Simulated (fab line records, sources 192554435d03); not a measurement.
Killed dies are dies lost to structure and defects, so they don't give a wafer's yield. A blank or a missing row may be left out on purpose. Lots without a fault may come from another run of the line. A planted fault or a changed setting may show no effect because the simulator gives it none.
Split-lot experiment | flow n5_finfet | 7 lots, 21 wafers read, on a route of 1938 steps

THE SPLIT
At N5_PASSIVATION_DEVELOP_43 (develop time 60 s), the setting develop_time_s was moved away from the recipe's 60 s on 9 of the 21 wafers read, by -19.0% to +21.6%. The other wafers ran this setting at the recipe's value.

FROM THE SPLIT TO THE READING: what the file shows between them, 1 step
- N5_PASSIVATION_HARDBAKE_45: time 120 s

THE READING
cd_nm, in nm, at N5_PASSIVATION_CD_MEAS_44 (target cd 40000 nm). Fault-free wafers of this fab line usually give 40001 nm, standard deviation 4.1 nm.

wafer  | tool, chamber at the split | develop_time_s as run, s | against the recipe | cd_nm, nm | against lot-mates on the recipe
L075.2 | litho_track-01, 0          | 48.62                    | -19.0%             | 39986     | -9
L075.5 | litho_track-01, 0          | 60                       | recipe             | 39995     | -
L075.6 | litho_track-01, 0          | 48.62                    | -19.0%             | 39986     | -9
L076.2 | litho_track-02, 0          | 60                       | recipe             | 39997     | -
L076.5 | litho_track-02, 0          | 60                       | recipe             | 39998     | -
L076.6 | litho_track-02, 0          | 60                       | recipe             | 40000     | -
L078.1 | litho_track-01, 0          | 60                       | recipe             | 40004     | -
L078.3 | litho_track-01, 0          | 72.98                    | +21.6%             | 40015     | +11
L078.6 | litho_track-01, 0          | 72.98                    | +21.6%             | 40013     | +9
L081.1 | litho_track-05, 0          | 60                       | recipe             | 39999     | -
L081.4 | litho_track-05, 0          | 60                       | recipe             | 40004     | -
L081.6 | litho_track-05, 0          | 60                       | recipe             | 39999     | -
L085.1 | litho_track-05, 0          | 60                       | recipe             | 39997     | -
L085.3 | litho_track-05, 0          | 65.14                    | +8.6%              | 40001     | +2
L085.6 | litho_track-05, 0          | 60                       | recipe             | 40001     | -
L096.1 | litho_track-05, 0          | 72.85                    | +21.4%             | 40015     | +16
L096.3 | litho_track-05, 0          | 60                       | recipe             | 39999     | -
L096.4 | litho_track-05, 0          | 72.85                    | +21.4%             | 40009     | +10
L097.2 | litho_track-05, 0          | 65.51                    | +9.2%              | 40009     | +5
L097.3 | litho_track-05, 0          | 60                       | recipe             | 40004     | -
L097.6 | litho_track-05, 0          | 65.51                    | +9.2%              | 40004     | +0

THE FIT
A straight line over all 21 wafers: cd_nm changes by +0.649 nm for each +1% of develop_time_s; r = +0.93; the points scatter about the line by 2.9 nm.
The same after taking each lot's own level away (the mean of its wafers on the recipe; 21 wafers): +0.498 nm for each +1%; r = +0.94; scatter 2.1 nm.
On that fit, the largest move of develop_time_s shifts the reading by 11 nm.
The lots' own levels span 39995.0 to 40004.0 nm, that is 2.2 times the standard deviation above.
So the lot-to-lot level changes the slope: the two fits differ.
Check: with one of the wafers moved furthest among these (+21.6%) left out of the fit, the line predicts +10.6 nm for it against its lot-mates. It came out at +11 nm against them.

OTHER SPLITS ON THESE WAFERS
These wafers also went through other splits before the reading. Each is held against what the fit with the lots' levels taken away leaves over:
other split on the same wafers  | wafers away from the commonest value | r with cd_nm (lot level and that fit taken away)
N5_BEOL_M14_SPUTTER_43 power_w  | 8                                    | -0.03
N5_BEOL_M14_DEP_53 time_s       | 10                                   | -0.16
N5_BEOL_M15_SPUTTER_44 power_w  | 6                                    | +0.24
N5_PASSIVATION_DESCUM_12 time_s | 6                                    | +0.44

THE FILE'S OWN FIT
cd_nm changes by +0.489 nm for each +1% of develop_time_s, r = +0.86.
